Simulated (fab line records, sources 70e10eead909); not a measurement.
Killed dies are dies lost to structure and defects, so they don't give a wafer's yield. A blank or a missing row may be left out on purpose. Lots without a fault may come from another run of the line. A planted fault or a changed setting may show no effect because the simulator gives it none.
Which tool did it? | flow nand_harc | 10 lots, 30 wafers sampled, at 3 steps of a route of 1302

WHAT THE GAUGES READ, wafer by wafer
NHARC_P_STI_CD_MEAS_09: target cd 200 nm.
lot  | measured     | on        | cd_nm (nm)
L176 | day 2 23:00  | cd_sem-01 | 198.1 198.8 200.6
L177 | day 3 07:37  | cd_sem-01 | 199.6 200.3 198.5
L181 | day 4 22:17  | cd_sem-01 | 201.1 199.2 199.3
L182 | day 5 06:55  | cd_sem-03 | 197.1 200.9 198.8
L185 | day 6 15:28  | cd_sem-03 | 230.4 231.7 230.0 231.3 232.0 230.1
L186 | day 7 04:26  | cd_sem-03 | 202.3 202.9 202.3
L188 | day 7 18:35  | cd_sem-02 | 198.5 199.7 199.4
L196 | day 11 06:17 | cd_sem-02 | 203.9 201.2 201.9
L197 | day 11 12:08 | cd_sem-03 | 197.0 197.4 196.7
L198 | day 12 00:43 | cd_sem-02 | 202.6 203.4 202.9

WHICH TOOL RAN EACH LOT (tool, then ch and the chambers of the sampled wafers, then the start)
lot  | NHARC_P_ZERO_WELL_ETCH_62                     | NHARC_P_STI_EXPOSE_06
L176 | rie_diel-03 ch 1,3, day 2 22:51 or earlier    | krf_scanner-03 ch 0, day 2 22:51
L177 | rie_diel-02 ch 2,3, day 3 07:28 or earlier    | krf_scanner-02 ch 0, day 3 07:28
L181 | rie_diel-02 ch 1,2,3, day 4 22:08 or earlier  | krf_scanner-04 ch 0, day 4 22:08
L182 | rie_diel-02 ch 1,2, day 5 06:46 or earlier    | krf_scanner-02 ch 0, day 5 06:46
L185 | rie_diel-02 ch 0,2,3, day 6 15:19 or earlier  | krf_scanner-04 ch 0, day 6 15:19
L186 | rie_diel-08 ch 0,3, day 7 04:17 or earlier    | krf_scanner-03 ch 0, day 7 04:17
L188 | rie_diel-08 ch 2,3, day 7 18:26 or earlier    | krf_scanner-04 ch 0, day 7 18:26
L196 | rie_diel-03 ch 1,2, day 11 06:08 or earlier   | krf_scanner-04 ch 0, day 11 06:08
L197 | rie_diel-03 ch 0,1,3, day 11 11:59 or earlier | krf_scanner-03 ch 0, day 11 11:59
L198 | rie_diel-02 ch 0,1,2, day 12 00:34 or earlier | krf_scanner-04 ch 0, day 12 00:34
- NHARC_P_ZERO_WELL_ETCH_62: etches the open film in CHF3/Ar, target depth 13 nm, time 6.5 s.
- NHARC_P_STI_EXPOSE_06: exposes mask P STI, target cd 200 nm.

THE ANSWER, worked out from the rows above alone
Rule: what is usual is taken from the lots themselves. Put in order of their means at a reading, lots are off if they are a third of the lots or fewer, leave a main group of 4 or more, and stand apart from it by a gap of 3 or more times the standard deviation of the main group's means; of several such gaps the widest counts. A main group whose means are all the same, to the digits that the tables above print for the reading, isn't used. A lot without any number at a reading at which 4 lots or more have one is off too. The other lots that the step has rows for count as sound.
Off: L185, at NHARC_P_STI_CD_MEAS_09 (cd_nm). The main group: mean 200.2 nm, standard deviation 1.9.
A tool fits if, at a process step before that reading, it ran every lot that is off, and no sound lot after the first of them. The gauges at NHARC_P_STI_CD_MEAS_09 are tried like those tools. NHARC_P_ZERO_WELL_ETCH_62 gives no start for some lots, so the hours and the order of its lots are those of NHARC_P_STI_EXPOSE_06. None of those tried fits.

WHAT THE SIMULATOR HAD PUT IN
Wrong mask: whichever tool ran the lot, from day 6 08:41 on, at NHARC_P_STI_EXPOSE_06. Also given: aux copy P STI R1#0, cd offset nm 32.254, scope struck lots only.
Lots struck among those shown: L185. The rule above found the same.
